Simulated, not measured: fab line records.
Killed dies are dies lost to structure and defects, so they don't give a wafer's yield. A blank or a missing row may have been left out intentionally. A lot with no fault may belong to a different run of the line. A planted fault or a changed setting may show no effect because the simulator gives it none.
fab line records	flow nand-harc
record lots=24	wafers=72	last-day=25
route steps=1159 shown A_CHANNEL_FILL_D1@509 A_STAIRCASE@533
lots that met no fault: from a run of the same line without faults
start-h: hours from the record's first day to the start of the lot's first wafer shown	wait-h: hours from the lot's prior step to this one	" same as the row above	L1.1+2: one row covering several wafers at once	- no value, or no start was given	* or withheld: withheld	< > ~ a bound
route shown NAME@n: NAME is a module with steps in the file, n the number in the route of the first one	usual: average and standard deviation across the fault-free wafers	same: alike in all rows	chamber/n: place in a boat	sites: each site's reading	_std_site: how widely they spread, as a standard deviation	_edge_site: the outer-site mean with the inner-site mean subtracted	radius-mm: for every site, how far away it sits from the centre of the wafer	mask NAME#n: copy n	behind: the tool/chamber that last shaped the wafer	hold: the reason the lot was held/the length of the hold in hours/how it ended	device: the transistor (n, p or np) that didn't switch	end of line: at the end of the route, the tests of the same wafers	a step with no rows: only its recipe	killed: not the wafer's yield, but the dies lost to structure and defects at the first sort	map: the dies of a wafer, with x for killed, . for not killed, _ for no die there
set.NAME: setting as actually run; set.NAME@STEP: the setting as run at that earlier step	model.NAME: the simulator's own value behind a step, which no gauge read
route steps across a sampled set of lots; one table per step, one row per wafer
services: from which hour (start-h, from the record's first day; less than 0 if before it) a tool's chamber was out of use, for how many hours, and why
## steps
# step NHARC_A_CHANNEL_FILL_D1_STRIP_29
# recipe time-s=20	o2-flow-sccm=500	ar-flow-sccm=0	bias-w=0	chemistry=O2
# usual drypump-motor-current-A=5.7/0.34	oes-product-au=0.992/0.01	rf-vpp-V=57.8/0.91	showerhead-plenum-p-Torr=3.55/0.14	throttle-valve-pct=17.037/0.0092
# same time-s=20
lot.wafer	tool	chamber	start-h	wait-h	drypump-motor-current-A	oes-product-au	rf-hours-counter-h	rf-vpp-V	showerhead-plenum-p-Torr	throttle-valve-pct
L074.3	rie-diel-03	3	-	-	5.8	0.988	0	59.0	3.74	17.028
L074.2	"	1	"	"	5.1	1.002	0	58.0	3.69	17.048
L074.5	"	2	"	"	5.7	0.998	-	57.1	3.61	17.045
L077.2	rie-diel-05	3	-	-	5.6	1.009	2	57.7	3.35	17.042
L077.3	"	1	"	"	6.0	1.009	2	58.2	3.57	17.035
L077.6	"	3	"	"	5.6	1.008	-	57.1	3.35	17.042
L075.2	rie-diel-05	0	-	-	5.5	0.998	2	58.6	3.73	17.034
L075.4	"	1	"	"	6.0	0.997	2	57.9	3.57	17.022
L075.3	"	3	"	"	5.6	0.993	2	55.8	3.35	17.040
L078.1	rie-diel-05	1	-	-	6.0	1.002	2	58.6	3.57	17.050
L078.3	"	3	"	"	5.6	0.988	2	56.2	3.35	17.037
L078.5	"	0	"	"	5.5	0.989	-	58.2	3.73	17.051
L076.1	rie-diel-03	1	-	-	5.1	0.988	1	57.9	3.69	17.034
L076.3	"	3	"	"	5.8	0.978	1	58.5	3.74	17.030
L076.6	"	0	"	"	5.9	0.991	-	57.5	3.37	17.055
L079.1	rie-diel-03	2	-	-	5.7	0.981	1	58.3	3.61	17.044
L079.5	"	3	"	"	5.8	0.994	-	57.4	3.74	17.028
L079.6	"	0	"	"	5.9	0.985	-	56.3	3.37	17.026
L080.5	rie-diel-05	2	273.26	0.1	5.7	0.993	-	56.9	3.45	17.041
L080.6	"	3	"	"	5.6	0.988	-	57.6	3.35	17.032
L080.4	"	1	"	"	6.0	0.989	-	56.4	3.57	17.023
L082.4	rie-diel-11	1	-	-	6.6	0.986	12	58.6	3.56	17.017
L082.1	"	2	"	"	4.8	0.985	13	57.5	3.43	17.040
L082.5	"	0	"	"	5.9	0.992	-	57.9	3.73	17.046
L081.3	rie-diel-05	1	280.21	0.1	6.0	0.985	3	58.4	3.57	17.015
L081.6	"	3	"	"	5.6	0.990	-	56.3	3.35	17.016
L081.4	"	1	"	"	5.9	0.983	-	57.4	3.57	17.040
L084.4	rie-diel-03	2	-	-	5.7	0.984	2	58.4	3.61	17.040
L084.3	"	3	"	"	5.8	0.982	2	59.0	3.74	17.055
L084.6	"	1	"	"	5.1	1.000	-	58.8	3.69	17.031
L083.2	rie-diel-05	3	281.22	0.2	5.6	0.989	3	56.4	3.35	17.025
L083.1	"	1	"	"	5.9	1.005	3	58.1	3.57	17.039
L083.6	"	1	"	"	6.0	1.001	-	58.6	3.57	17.025
L086.3	rie-diel-05	0	-	-	5.5	0.977	2	58.2	3.73	17.035
L086.2	"	2	"	"	5.8	0.979	3	58.7	3.45	17.042
L086.5	"	0	"	"	5.5	0.979	-	59.4	3.73	17.031
L087.4	rie-diel-05	0	-	-	5.5	0.978	3	58.4	3.73	17.026
L087.5	"	0	"	"	5.5	0.982	-	58.3	3.73	17.027
L087.6	"	1	"	"	6.0	0.993	-	58.6	3.57	17.037
L085.3	rie-diel-05	3	-	-	5.5	0.984	3	58.0	3.35	17.026
L085.2	"	1	"	"	5.9	0.991	3	56.7	3.57	17.048
L085.6	"	0	"	"	5.5	0.985	-	57.3	3.73	17.037
L088.2	rie-diel-11	1	-	-	6.6	0.983	18	58.3	3.56	17.030
L088.4	"	3	"	"	6.3	1.001	18	56.6	3.45	17.043
L088.5	"	1	"	"	6.6	0.981	-	57.9	3.55	17.027
L089.1	rie-diel-05	0	-	-	5.5	0.970	3	60.2	3.73	17.038
L089.4	"	1	"	"	6.0	0.981	3	58.1	3.57	17.035
L089.3	"	2	"	"	5.7	0.998	4	56.5	3.45	17.031
L090.3	rie-diel-05	0	-	-	5.5	0.984	3	58.7	3.73	17.038
L090.6	"	0	"	"	5.5	0.984	-	57.7	3.73	17.046
L090.5	"	1	"	"	6.0	0.986	-	58.2	3.57	17.056
L091.4	rie-diel-11	2	-	-	4.8	0.988	20	56.5	3.43	17.033
L091.6	"	1	"	"	6.7	0.992	-	57.3	3.55	17.039
L091.5	"	2	"	"	4.8	0.995	-	58.1	3.43	17.036
L092.3	rie-diel-03	2	329.69	0.2	5.7	1.003	-	59.6	3.61	17.043
L092.4	"	3	"	"	5.8	0.991	-	58.3	3.74	17.041
L092.6	"	3	"	"	5.8	0.990	-	58.0	3.74	17.031
L094.4	rie-diel-05	2	-	-	5.8	0.993	4	59.5	3.45	17.030
L094.6	"	0	"	"	5.5	0.995	-	58.6	3.73	17.048
L094.5	"	1	"	"	5.9	0.999	-	55.9	3.57	17.047
L093.3	rie-diel-03	3	341.41	0.2	5.8	1.004	5	57.8	3.74	17.045
L093.1	"	0	"	"	5.9	0.973	4	57.7	3.37	17.047
L093.4	"	2	"	"	5.7	0.993	-	59.1	3.61	17.034
L095.1	rie-diel-03	2	-	-	5.7	1.000	5	57.8	3.61	17.042
L095.5	"	1	"	"	5.1	0.999	-	59.5	3.69	17.061
L095.6	"	2	"	"	5.6	0.991	-	57.9	3.61	17.038
L097.3	rie-diel-05	2	-	-	5.7	0.994	0	56.8	3.45	17.031
L097.1	"	3	"	"	5.6	1.006	1	58.4	3.35	17.042
L097.6	"	0	"	"	5.5	1.008	-	57.7	3.73	17.036
L096.2	rie-diel-05	1	-	-	6.0	1.024	0	57.8	3.57	17.045
L096.1	"	2	"	"	5.7	0.999	1	57.7	3.45	17.043
L096.4	"	3	"	"	5.6	0.996	1	57.0	3.35	17.043
# step NHARC_A_CHANNEL_FILL_D1_CMP_10
# recipe target-thk-nm=150
# usual motor-current-A=12.1/1.3	slurry-filter-dp-kPa=13.50/0.14	time-to-endpoint-s=14.4/2.3
lot.wafer	tool	chamber	start-h	wait-h	motor-current-A	slurry-filter-dp-kPa	time-to-endpoint-s
L074.2	cmp-01	3	236.67	0.4	12.6	13.55	11.4
L074.3	"	2	"	"	12.6	13.45	17.9
L074.5	"	0	"	"	11.0	13.45	13.1
L077.2	cmp-01	0	245.94	0.4	11.1	13.43	12.0
L077.3	"	2	"	"	12.3	13.47	16.4
L077.6	"	3	"	"	11.9	13.64	10.2
L075.3	cmp-04	2	245.95	0.4	10.7	13.65	17.2
L075.4	"	3	"	"	13.2	13.41	17.6
L075.2	"	0	"	"	11.3	13.67	15.3
L078.1	cmp-01	1	252.79	0.4	15.4	13.40	11.4
L078.3	"	2	"	"	12.6	13.46	18.0
L078.5	"	1	"	"	15.7	13.52	13.2
L076.1	cmp-04	0	252.86	0.4	10.9	13.55	13.3
L076.3	"	1	"	"	12.5	13.49	8.7
L076.6	"	3	"	"	13.5	13.53	14.3
L079.1	cmp-01	0	267.20	0.4	12.0	13.44	13.8
L079.5	"	3	"	"	11.4	13.71	12.0
L079.6	"	0	"	"	11.5	13.58	12.4
L080.4	cmp-03	2	278.96	0.4	10.0	13.55	16.3
L080.5	"	2	"	"	10.6	13.17	17.0
L080.6	"	3	"	"	10.8	13.26	14.4
L082.4	cmp-04	0	279.10	0.5	10.4	13.51	16.8
L082.1	"	1	"	"	12.5	13.30	12.7
L082.5	"	2	"	"	10.6	13.46	17.8
L081.4	cmp-04	2	285.91	0.4	11.5	13.59	17.1
L081.3	"	0	"	"	11.5	13.65	14.1
L081.6	"	2	"	"	11.1	13.48	15.6
L084.3	cmp-01	2	285.94	0.4	12.9	13.59	20.6
L084.4	"	0	"	"	11.1	13.24	14.5
L084.6	"	2	"	"	12.6	13.49	17.1
L083.1	cmp-01	3	286.06	0.5	12.2	13.62	14.5
L083.2	"	1	"	"	14.5	13.57	12.2
L083.6	"	3	"	"	12.3	13.56	12.3
L086.2	cmp-04	3	306.57	0.4	12.8	13.59	13.8
L086.3	"	0	"	"	10.7	13.36	14.0
L086.5	"	2	"	"	11.0	13.60	14.6
L087.4	cmp-03	1	310.40	0.4	10.6	13.28	12.1
L087.6	"	2	"	"	10.9	13.82	14.8
L087.5	"	3	"	"	10.8	13.51	14.2
L085.2	cmp-04	3	313.23	0.4	13.2	13.44	16.0
L085.3	"	0	"	"	11.3	13.68	13.4
L085.6	"	2	"	"	10.9	13.53	16.3
L088.4	cmp-01	1	320.19	0.4	15.3	13.83	14.5
L088.2	"	3	"	"	11.7	13.28	12.3
L088.5	"	1	"	"	14.5	13.30	11.5
L089.3	cmp-03	1	327.71	0.4	10.5	13.58	17.3
L089.1	"	2	"	"	10.7	13.51	16.2
L089.4	"	3	"	"	10.6	13.49	14.0
L090.3	cmp-01	2	331.64	0.4	12.9	13.76	18.9
L090.6	"	2	"	"	12.6	13.41	19.0
L090.5	"	3	"	"	12.7	13.55	13.1
L091.4	cmp-03	1	331.71	0.4	10.5	13.71	16.6
L091.5	"	2	"	"	10.6	13.48	15.9
L091.6	"	3	"	"	10.9	13.62	13.3
L092.4	cmp-04	2	335.49	0.4	11.2	13.49	12.9
L092.3	"	0	"	"	10.9	13.33	14.6
L092.6	"	2	"	"	10.8	13.52	12.9
L094.4	cmp-01	0	343.07	0.4	11.3	13.44	12.6
L094.6	"	1	"	"	15.6	13.39	10.7
L094.5	"	2	"	"	13.5	13.56	17.1
L093.1	cmp-03	3	347.10	0.4	10.8	13.53	17.3
L093.3	"	1	"	"	10.5	13.61	14.7
L093.4	"	2	"	"	10.9	13.53	17.1
L095.1	cmp-04	2	352.77	0.4	11.0	13.57	15.0
L095.6	"	0	"	"	11.5	13.62	15.2
L095.5	"	1	"	"	12.1	13.48	7.2
L097.3	cmp-04	2	372.79	0.4	11.0	13.50	13.7
L097.1	"	1	"	"	13.0	13.71	10.6
L097.6	"	3	"	"	13.1	13.48	15.6
L096.2	cmp-04	1	375.89	0.4	12.5	13.51	11.5
L096.1	"	2	"	"	11.4	13.37	13.3
L096.4	"	0	"	"	10.9	13.55	16.8
# step NHARC_A_STAIRCASE_STRIP_171
# recipe power-w=1500	temp-c=250	chemistry=O2
# usual drypump-motor-current-A=5.6/0.33	heater-power-w=351/32
lot.wafer	tool	chamber	start-h	wait-h	drypump-motor-current-A	heater-power-w	rf-hours-counter-h
L074.2	plasma-asher-01	0	238.75	-	5.0	417	43
L074.3	"	1	"	"	5.4	357	-
L074.5	"	1	"	"	5.4	361	-
L077.2	plasma-asher-01	1	247.95	-	5.4	359	46
L077.3	"	0	"	"	5.1	425	-
L077.6	"	0	"	"	5.0	422	-
L075.2	plasma-asher-02	1	248.24	-	5.9	318	20
L075.3	"	0	"	"	5.8	356	-
L075.4	"	1	"	"	5.9	323	-
L078.1	plasma-asher-02	0	254.86	-	5.8	357	22
L078.3	"	0	"	"	5.8	365	-
L078.5	"	1	"	"	5.9	322	-
L076.1	plasma-asher-01	0	255.13	-	5.0	426	49
L076.3	"	1	"	"	5.4	360	-
L076.6	"	1	"	"	5.3	357	-
L079.1	plasma-asher-02	0	269.20	-	5.8	364	27
L079.5	"	1	"	"	5.9	320	-
L079.6	"	0	"	"	5.8	364	-
L080.4	plasma-asher-02	1	281.58	-	5.9	314	-
L080.5	"	0	"	"	5.8	359	-
L080.6	"	1	"	"	5.9	315	-
L082.1	plasma-asher-02	0	281.72	-	5.8	356	31
L082.4	"	1	"	"	5.9	317	-
L082.5	"	1	"	"	5.9	322	-
L084.4	plasma-asher-02	0	287.88	-	5.8	365	-
L084.3	"	1	"	"	5.9	321	-
L084.6	"	1	"	"	5.9	313	-
L081.3	plasma-asher-01	0	288.04	-	5.0	391	-
L081.4	"	1	"	"	5.4	331	-
L081.6	"	0	"	"	5.0	400	-
L083.1	plasma-asher-02	1	288.07	-	5.9	316	35
L083.2	"	0	"	"	5.8	345	35
L083.6	"	1	"	"	5.9	315	-
L086.2	plasma-asher-02	1	309.69	-	5.9	323	44
L086.3	"	1	"	"	5.9	333	-
L086.5	"	0	"	"	5.8	358	-
L087.4	plasma-asher-01	0	312.62	-	5.0	410	-
L087.5	"	0	"	"	5.0	411	-
L087.6	"	1	"	"	5.4	351	-
L085.2	plasma-asher-02	0	315.34	-	5.8	363	45
L085.3	"	1	"	"	5.9	318	-
L085.6	"	0	"	"	5.8	358	-
L088.2	plasma-asher-02	1	322.10	-	5.9	316	46
L088.4	"	1	"	"	5.9	316	-
L088.5	"	0	"	"	5.8	359	-
L089.1	plasma-asher-02	0	329.60	-	5.8	352	50
L089.3	"	0	"	"	5.8	360	-
L089.4	"	1	"	"	5.9	317	-
L091.4	plasma-asher-02	1	333.73	-	5.9	326	-
L091.5	"	1	"	"	5.9	312	-
L091.6	"	0	"	"	5.8	361	-
L090.3	plasma-asher-02	1	334.06	-	5.9	323	-
L090.6	"	0	"	"	5.8	363	-
L090.5	"	1	"	"	5.9	316	-
L092.3	plasma-asher-02	1	337.82	-	5.9	315	-
L092.4	"	0	"	"	5.8	345	-
L092.6	"	1	"	"	5.9	319	-
L094.4	plasma-asher-02	1	345.30	-	5.9	329	-
L094.6	"	1	"	"	5.9	325	-
L094.5	"	0	"	"	5.8	349	-
L093.1	plasma-asher-01	0	349.19	-	5.0	415	22
L093.4	"	1	"	"	5.4	333	-
L093.3	"	0	"	"	5.1	409	-
L095.1	plasma-asher-02	1	357.34	-	5.9	315	58
L095.6	"	1	"	"	5.9	313	-
L095.5	"	0	"	"	5.8	357	-
L097.1	plasma-asher-01	0	375.04	-	5.0	409	33
L097.3	"	1	"	"	5.4	331	-
L097.6	"	1	"	"	5.4	336	-
L096.2	plasma-asher-01	1	377.77	-	5.4	342	34
L096.1	"	0	"	"	5.1	408	34
L096.4	"	0	"	"	5.0	398	-
# step NHARC_A_STAIRCASE_TRIM_12
# recipe time-s=211.2	o2-flow-sccm=500	ar-flow-sccm=0	bias-w=0	chemistry=O2
# usual drypump-motor-current-A=5.8/0.4	oes-product-au=1.003/0.014	rf-vpp-V=57.7/1	showerhead-plenum-p-Torr=3.51/0.2	throttle-valve-pct=17.036/0.0096
# same time-s=211.2
lot.wafer	tool	chamber	start-h	wait-h	drypump-motor-current-A	oes-product-au	rf-hours-counter-h	rf-vpp-V	showerhead-plenum-p-Torr	throttle-valve-pct
L074.2	rie-diel-12	0	240.23	0.1	5.2	0.991	14	59.0	3.80	17.020
L074.3	"	2	"	"	6.2	1.008	12	57.2	3.33	17.039
L074.5	"	0	"	"	5.1	0.981	-	59.5	3.80	17.010
L077.2	rie-diel-13	1	249.53	0.1	5.3	0.994	51	58.4	3.68	17.030
L077.3	"	2	"	"	6.5	1.010	56	55.8	3.30	17.026
L077.6	"	3	"	"	6.3	1.017	-	59.0	3.68	17.038
L075.2	rie-diel-12	2	249.79	0.1	6.2	1.003	14	58.0	3.32	17.032
L075.4	"	0	"	"	5.2	0.994	16	60.0	3.80	17.036
L075.3	"	1	"	"	6.1	1.014	11	57.1	3.42	17.042
L078.1	rie-diel-12	2	256.43	0.1	6.2	1.010	16	56.9	3.32	17.037
L078.3	"	3	"	"	5.9	1.011	17	55.9	3.33	17.017
L078.5	"	2	"	"	6.2	0.993	-	59.0	3.32	17.025
L076.1	rie-diel-13	0	258.19	0.2	5.5	1.022	57	56.5	3.77	17.038
L076.3	"	1	"	"	5.3	0.995	55	59.3	3.68	17.043
L076.6	"	0	"	"	5.5	1.027	-	58.6	3.77	17.026
L079.1	rie-diel-01	2	270.81	0.1	5.6	0.978	45	57.9	3.26	17.019
L079.5	"	3	"	"	6.1	0.999	-	57.0	3.39	17.037
L079.6	"	0	"	"	5.4	0.997	-	56.8	3.28	17.037
L080.4	rie-diel-01	3	283.08	0.1	6.1	0.996	53	57.9	3.39	17.062
L080.5	"	0	"	"	5.4	0.995	-	57.0	3.28	17.024
L080.6	"	1	"	"	5.9	0.973	-	58.1	3.45	17.044
L082.4	rie-diel-01	0	283.39	0.1	5.4	0.993	43	58.0	3.28	17.022
L082.1	"	2	"	"	5.7	0.968	49	56.4	3.26	17.040
L082.5	"	0	"	"	5.4	0.999	-	58.3	3.28	17.044
L084.3	rie-diel-12	2	289.41	0.1	6.2	1.016	28	58.2	3.32	17.029
L084.4	"	3	"	"	6.0	1.015	29	55.6	3.32	17.041
L084.6	"	3	"	"	6.0	1.021	-	56.5	3.32	17.035
L081.3	rie-diel-01	1	289.65	0.2	5.9	0.984	52	56.7	3.45	17.044
L081.4	"	3	"	"	6.1	1.000	-	58.0	3.39	17.046
L081.6	"	0	"	"	5.4	1.009	-	55.8	3.28	17.041
L083.1	rie-diel-12	0	289.86	0.2	5.1	0.994	31	57.4	3.79	17.039
L083.2	"	1	"	"	6.0	1.013	25	56.4	3.42	17.018
L083.6	"	1	"	"	6.0	1.024	-	57.7	3.42	17.025
L086.3	rie-diel-13	2	311.18	0.1	6.5	1.033	10	57.2	3.29	17.046
L086.2	"	0	"	"	5.5	1.012	12	57.1	3.76	17.055
L086.5	"	2	"	"	6.4	1.026	-	58.0	3.29	17.050
L087.4	rie-diel-01	0	314.03	0.1	5.4	1.001	54	56.5	3.27	17.040
L087.6	"	3	"	"	6.1	1.012	-	55.9	3.38	17.038
L087.5	"	0	"	"	5.4	1.002	-	57.8	3.28	17.028
L085.3	rie-diel-12	3	316.83	0.1	6.0	1.009	38	56.6	3.31	17.052
L085.2	"	2	"	"	6.2	1.014	38	58.7	3.31	17.043
L085.6	"	0	"	"	5.1	0.992	-	56.8	3.79	17.034
L088.2	rie-diel-13	1	323.73	0.1	5.3	0.993	15	58.1	3.66	17.051
L088.4	"	3	"	"	6.3	1.008	19	57.3	3.66	17.039
L088.5	"	0	"	"	5.5	1.018	-	59.6	3.76	17.043
L089.3	rie-diel-12	1	331.22	0.1	6.1	1.021	41	56.6	3.41	17.016
L089.4	"	2	"	"	6.2	1.000	44	57.8	3.31	17.039
L089.1	"	3	"	"	6.0	1.006	44	57.8	3.31	17.024
L091.4	rie-diel-01	3	335.25	0.1	6.1	0.992	2	57.0	3.38	17.030
L091.5	"	2	"	"	5.7	1.004	-	57.5	3.80	17.036
L091.6	"	3	"	"	6.1	1.003	-	56.5	3.38	17.040
L090.3	rie-diel-01	0	335.58	0.1	5.4	0.994	2	59.6	3.81	17.042
L090.5	"	3	"	"	6.1	0.989	-	56.5	3.38	17.047
L090.6	"	0	"	"	5.4	0.993	-	59.6	3.81	17.052
L092.3	rie-diel-12	1	339.24	0.1	6.1	1.014	45	58.5	3.41	17.045
L092.4	"	2	"	"	6.2	1.001	48	56.1	3.31	17.023
L092.6	"	0	"	"	5.1	0.988	-	58.3	3.78	17.045
L094.4	rie-diel-01	3	346.82	0.1	6.0	0.985	8	56.3	3.38	17.037
L094.6	"	2	"	"	5.7	0.995	-	57.8	3.80	17.050
L094.5	"	3	"	"	6.0	0.994	-	55.8	3.38	17.050
L093.3	rie-diel-12	2	350.79	0.1	6.2	1.011	52	56.4	3.30	17.043
L093.1	"	3	"	"	6.0	1.011	51	57.9	3.31	17.050
L093.4	"	2	"	"	6.2	0.999	-	58.1	3.30	17.051
L095.1	rie-diel-13	0	358.97	0.1	5.5	1.008	32	59.1	3.75	17.042
L095.6	"	3	"	"	6.3	1.006	-	58.0	3.66	17.032
L095.5	"	0	"	"	5.5	1.012	-	58.1	3.75	17.049
L097.1	rie-diel-01	3	376.60	0.1	6.1	0.987	21	56.6	3.37	17.035
L097.3	"	1	"	"	5.9	0.981	17	57.8	3.44	17.032
L097.6	"	3	"	"	6.1	0.998	-	58.1	3.37	17.056
L096.2	rie-diel-13	0	379.54	0.1	5.5	1.007	40	58.3	3.75	17.039
L096.1	"	1	"	"	5.3	1.005	35	58.5	3.65	17.027
L096.4	"	2	"	"	6.4	1.024	35	58.5	3.28	17.030
# step NHARC_A_STAIRCASE_ETCH_25
# recipe target-depth-a=1000	time-s=40.5	ion-energy-ev=400	c4f8-flow-sccm=20	o2-flow-sccm=10	ar-flow-sccm=withheld	rf-w=600	bias-w=1000	chemistry=C4F8/O2
# usual oes-product-au=0.946/0.016	rf-vpp-V=896/7.3
# same time-s=40.5
lot.wafer	tool	chamber	start-h	wait-h	oes-product-au	rf-hours-counter-h	rf-vpp-V
L074.3	rie-diel-12	0	-	-	0.936	15	907
L074.2	"	3	"	"	0.964	13	888
L074.5	"	1	"	"	0.962	-	893
L077.3	rie-diel-13	2	-	-	0.953	57	886
L077.2	"	3	"	"	0.975	58	902
L077.6	"	3	"	"	0.962	-	902
L075.2	rie-diel-12	0	-	-	0.941	16	905
L075.4	"	2	"	"	0.953	15	889
L075.3	"	3	"	"	0.963	15	887
L078.1	rie-diel-01	1	-	-	0.916	42	892
L078.3	"	3	"	"	0.934	44	890
L078.5	"	2	"	"	0.924	-	886
L076.1	rie-diel-12	0	-	-	0.940	21	906
L076.3	"	3	"	"	0.958	19	890
L076.6	"	0	"	"	0.938	-	906
L079.1	rie-diel-13	3	-	-	0.970	66	901
L079.5	"	1	"	"	0.934	-	903
L079.6	"	2	"	"	0.957	-	888
L082.4	rie-diel-01	2	-	-	0.954	50	886
L082.1	"	0	"	"	0.946	44	886
L082.5	"	3	"	"	0.964	-	889
L080.4	rie-diel-12	3	-	-	0.954	28	889
L080.5	"	1	"	"	0.957	-	891
L080.6	"	2	"	"	0.946	-	888
L081.3	rie-diel-01	0	-	-	0.936	46	888
L081.4	"	1	"	"	0.907	-	894
L081.6	"	3	"	"	0.933	-	891
L084.4	rie-diel-13	0	-	-	0.967	4	905
L084.3	"	1	"	"	0.954	3	902
L084.6	"	3	"	"	0.945	-	901
L083.1	rie-diel-12	3	-	-	0.944	31	888
L083.2	"	2	"	"	0.940	29	889
L083.6	"	3	"	"	0.956	-	890
L086.2	rie-diel-01	3	-	-	0.951	64	891
L086.3	"	0	"	"	0.949	54	887
L086.5	"	0	"	"	0.948	-	886
L087.4	rie-diel-13	1	-	-	0.941	12	901
L087.5	"	0	"	"	0.949	-	905
L087.6	"	1	"	"	0.938	-	900
L085.3	rie-diel-12	3	-	-	0.968	39	889
L085.2	"	0	"	"	0.943	40	905
L085.6	"	0	"	"	0.934	-	907
L088.4	rie-diel-12	0	-	-	0.936	43	905
L088.2	"	2	"	"	0.967	42	889
L088.5	"	1	"	"	0.973	-	893
L089.4	rie-diel-13	2	-	-	0.957	18	886
L089.1	"	3	"	"	0.943	22	901
L089.3	"	0	"	"	0.950	22	904
L091.4	rie-diel-13	0	-	-	0.949	24	904
L091.6	"	0	"	"	0.956	-	904
L091.5	"	1	"	"	0.957	-	900
L090.3	rie-diel-01	2	-	-	0.943	3	903
L090.6	"	0	"	"	0.951	-	906
L090.5	"	1	"	"	0.928	-	891
L092.3	rie-diel-01	0	-	-	0.922	5	905
L092.6	"	0	"	"	0.925	-	906
L092.4	"	1	"	"	0.915	-	893
L094.4	rie-diel-13	0	-	-	0.939	29	903
L094.5	"	1	"	"	0.970	-	901
L094.6	"	2	"	"	0.971	-	887
L093.1	rie-diel-01	1	-	-	0.934	10	892
L093.3	"	3	"	"	0.927	10	890
L093.4	"	0	"	"	0.927	10	906
L095.1	rie-diel-12	0	-	-	0.934	57	905
L095.6	"	3	"	"	0.968	-	887
L095.5	"	0	"	"	0.939	-	905
L097.1	rie-diel-01	2	-	-	0.947	20	904
L097.3	"	0	"	"	0.933	23	905
L097.6	"	2	"	"	0.957	-	907
L096.2	rie-diel-13	3	-	-	0.940	42	901
L096.1	"	0	"	"	0.951	42	903
L096.4	"	2	"	"	0.940	37	887
# step NHARC_A_STAIRCASE_ETCH_188
# recipe target-depth-a=1000	time-s=40.5	ion-energy-ev=400	c4f8-flow-sccm=20	o2-flow-sccm=10	ar-flow-sccm=withheld	rf-w=600	bias-w=1000	chemistry=C4F8/O2
# usual oes-product-au=0.941/0.019	rf-vpp-V=896/7.2
# same time-s=40.5
lot.wafer	tool	chamber	start-h	wait-h	oes-product-au	rf-hours-counter-h	rf-vpp-V
L074.2	rie-diel-13	2	-	-	0.963	54	887
L074.3	"	0	"	"	0.980	51	906
L074.5	"	2	"	"	0.956	-	888
L077.2	rie-diel-01	1	-	-	0.921	39	894
L077.3	"	2	"	"	0.921	38	887
L077.6	"	3	"	"	0.934	-	892
L075.2	rie-diel-12	0	-	-	0.942	18	905
L075.3	"	1	"	"	0.959	13	892
L075.4	"	2	"	"	0.960	15	888
L078.3	rie-diel-12	0	-	-	0.914	21	905
L078.1	"	2	"	"	0.911	18	888
L078.5	"	1	"	"	0.936	-	892
L076.3	rie-diel-13	2	-	-	0.961	62	887
L076.1	"	3	"	"	0.972	63	901
L076.6	"	2	"	"	0.966	-	888
L079.1	rie-diel-01	2	-	-	0.929	46	886
L079.6	"	0	"	"	0.933	-	887
L079.5	"	1	"	"	0.918	-	894
L082.4	rie-diel-01	0	-	-	0.939	44	887
L082.1	"	3	"	"	0.937	54	890
L082.5	"	0	"	"	0.938	-	886
L080.4	rie-diel-12	3	-	-	0.938	29	888
L080.6	"	0	"	"	0.930	-	906
L080.5	"	1	"	"	0.943	-	891
L084.3	rie-diel-13	2	-	-	0.950	4	890
L084.4	"	3	"	"	0.941	5	900
L084.6	"	2	"	"	0.947	-	888
L083.1	rie-diel-12	2	-	-	0.953	30	885
L083.2	"	3	"	"	0.956	32	889
L083.6	"	3	"	"	0.954	-	889
L081.4	rie-diel-13	0	-	-	0.948	6	905
L081.3	"	1	"	"	0.924	5	901
L081.6	"	0	"	"	0.948	-	905
L086.2	rie-diel-12	2	-	-	0.965	37	886
L086.3	"	3	"	"	0.969	37	887
L086.5	"	2	"	"	0.951	-	890
L087.4	rie-diel-12	2	-	-	0.955	39	889
L087.5	"	0	"	"	0.938	-	905
L087.6	"	1	"	"	0.957	-	893
L085.3	rie-diel-13	3	-	-	0.937	18	900
L085.2	"	2	"	"	0.944	15	887
L085.6	"	0	"	"	0.949	-	904
L088.4	rie-diel-12	0	-	-	0.934	43	905
L088.2	"	3	"	"	0.969	43	887
L088.5	"	0	"	"	0.937	-	904
L089.3	rie-diel-13	0	-	-	0.951	23	904
L089.4	"	1	"	"	0.952	19	901
L089.1	"	2	"	"	0.951	19	887
L091.4	rie-diel-13	3	-	-	0.924	25	900
L091.6	"	1	"	"	0.940	-	901
L091.5	"	2	"	"	0.942	-	888
L090.3	rie-diel-13	3	-	-	0.937	25	900
L090.5	"	1	"	"	0.933	-	901
L090.6	"	2	"	"	0.947	-	889
L092.3	rie-diel-01	1	-	-	0.924	6	894
L092.4	"	0	"	"	0.931	-	905
L092.6	"	1	"	"	0.923	-	892
L094.4	rie-diel-01	1	-	-	0.903	9	893
L094.6	"	0	"	"	0.914	-	906
L094.5	"	1	"	"	0.907	-	893
L093.3	rie-diel-01	2	-	-	0.925	12	905
L093.4	"	3	"	"	0.913	13	891
L093.1	"	1	"	"	0.914	14	892
L095.1	rie-diel-12	1	-	-	0.968	50	891
L095.6	"	1	"	"	0.968	-	890
L095.5	"	2	"	"	0.970	-	886
L097.3	rie-diel-01	1	-	-	0.909	20	892
L097.1	"	2	"	"	0.924	20	906
L097.6	"	3	"	"	0.919	-	890
L096.4	rie-diel-01	0	-	-	0.939	24	906
L096.2	"	2	"	"	0.954	21	906
L096.1	"	3	"	"	0.942	24	891
## services
tool	chamber	start-h	hours	kind
rie-diel-12	1	207.29	9.9	repair
rie-diel-03	-	215.30	9.0	pm
rie-diel-12	1	217.61	2.5	repair
rie-diel-01	-	225.76	1.2	repair
plasma-asher-01	-	229.70	1.4	repair
rie-diel-01	0	236.41	21.0	repair
rie-diel-05	0	269.87	11.5	repair
plasma-asher-01	-	276.00	9.0	pm
rie-diel-13	-	276.00	9.0	pm
cmp-01	-	277.50	4.0	pm
cmp-04	-	295.33	2.2	repair
cmp-04	-	300.88	0.9	repair
cmp-04	-	315.67	5.3	repair
rie-diel-01	-	316.00	9.0	pm
cmp-01	-	316.73	0.6	repair
cmp-01	-	317.53	0.3	repair
rie-diel-05	-	340.60	9.0	pm
plasma-asher-02	-	360.00	9.0	pm
cmp-04	-	364.89	2.8	repair
rie-diel-01	1	369.10	7.0	repair
cmp-01	-	375.60	4.0	pm
rie-diel-12	-	379.58	9.0	pm
cmp-01	-	380.03	0.7	repair
rie-diel-05	3	383.39	19.8	repair
## key
fault none
